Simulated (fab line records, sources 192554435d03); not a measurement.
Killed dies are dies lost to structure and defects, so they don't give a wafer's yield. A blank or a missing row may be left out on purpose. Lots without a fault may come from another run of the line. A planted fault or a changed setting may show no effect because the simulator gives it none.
Chamber matching | flow n5_finfet | N5_BEOL_M9_STRIP_19 on rie_diel-01: 4 sister chambers
The step strips in O2. 18 wafers are shown with their chamber, then 9 later ones without.

WAFERS WITH THEIR CHAMBER
wafer  | chamber | showerhead_plenum_p_Torr (Torr) | throttle_valve_pct (%) | oes_product_au (a.u.)
L074.2 | 1       | 2.20                            | 17.0                   | 0.72
L074.3 | 0       | 2.12                            | 16.1                   | 0.86
L074.5 | 2       | 1.96                            | 16.5                   | 0.72
L076.1 | 1       | 2.20                            | 17.1                   | 0.72
L076.2 | 0       | 2.11                            | 16.1                   | 0.86
L076.5 | 0       | 2.12                            | 16.0                   | 0.85
L077.3 | 1       | 2.20                            | 17.1                   | 0.72
L077.4 | 0       | 2.11                            | 16.0                   | 0.86
L077.6 | 1       | 2.20                            | 17.1                   | 0.72
L079.4 | 1       | 2.19                            | 17.1                   | 0.71
L079.5 | 1       | 2.19                            | 17.1                   | 0.72
L079.6 | 2       | 1.95                            | 16.5                   | 0.72
L080.2 | 3       | 1.98                            | 16.8                   | 0.65
L080.3 | 2       | 1.95                            | 16.5                   | 0.70
L080.4 | 1       | 2.19                            | 17.0                   | 0.71
L083.4 | 0       | 2.11                            | 16.1                   | 0.85
L083.5 | 1       | 2.19                            | 17.1                   | 0.72
L083.6 | 0       | 2.11                            | 16.1                   | 0.84

SIGNATURES (means of the wafers above)
reading                  | chamber 0 | chamber 1 | chamber 2 | chamber 3 | scatter within a chamber
showerhead_plenum_p_Torr | 2.1133    | 2.1950    | 1.9533    | 1.9800    | 0.00535
throttle_valve_pct       | 16.067    | 17.075    | 16.500    | 16.800    | 0.045
oes_product_au           | 0.8533    | 0.7175    | 0.7133    | 0.6500    | 0.00732
Rule: a wafer's distance from a chamber is the root of the sum, over the readings, of the square of ((its reading less the chamber's mean) divided by the reading's scatter). The wafer belongs to the nearest chamber; if the next one is less than 2 further off, it can't be placed. The scatter: the root of (the sum of the squares of (reading less its chamber's mean) over the shown wafers, divided by (wafers less chambers)).

WAFERS WITHOUT THEIR CHAMBER
wafer  | showerhead_plenum_p_Torr (Torr) | throttle_valve_pct (%) | oes_product_au (a.u.)
L089.2 | 2.19                            | 17.1                   | 0.69
L089.4 | 2.24                            | 16.3                   | 0.95
L089.5 | 2.10                            | 16.1                   | 0.81
L095.2 | 2.18                            | 17.1                   | 0.69
L095.3 | 2.24                            | 16.3                   | 0.91
L095.4 | 2.10                            | 16.1                   | 0.81
L097.2 | 2.18                            | 17.1                   | 0.68
L097.4 | 2.10                            | 16.1                   | 0.78
L097.6 | 2.24                            | 16.3                   | 0.90

WHICH CHAMBER EACH WENT THROUGH
wafer  | from the rows above | in truth
L089.2 | 1                   | 1
L089.4 | 0                   | 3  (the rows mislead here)
L089.5 | 0                   | 0
L095.2 | 1                   | 1
L095.3 | 0                   | 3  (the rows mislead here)
L095.4 | 0                   | 0
L097.2 | 1                   | 1
L097.4 | 0                   | 0
L097.6 | 0                   | 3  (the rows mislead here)
Placed correctly: 6 of 9. Can't be placed from these rows: 0. Placed wrongly: 3.
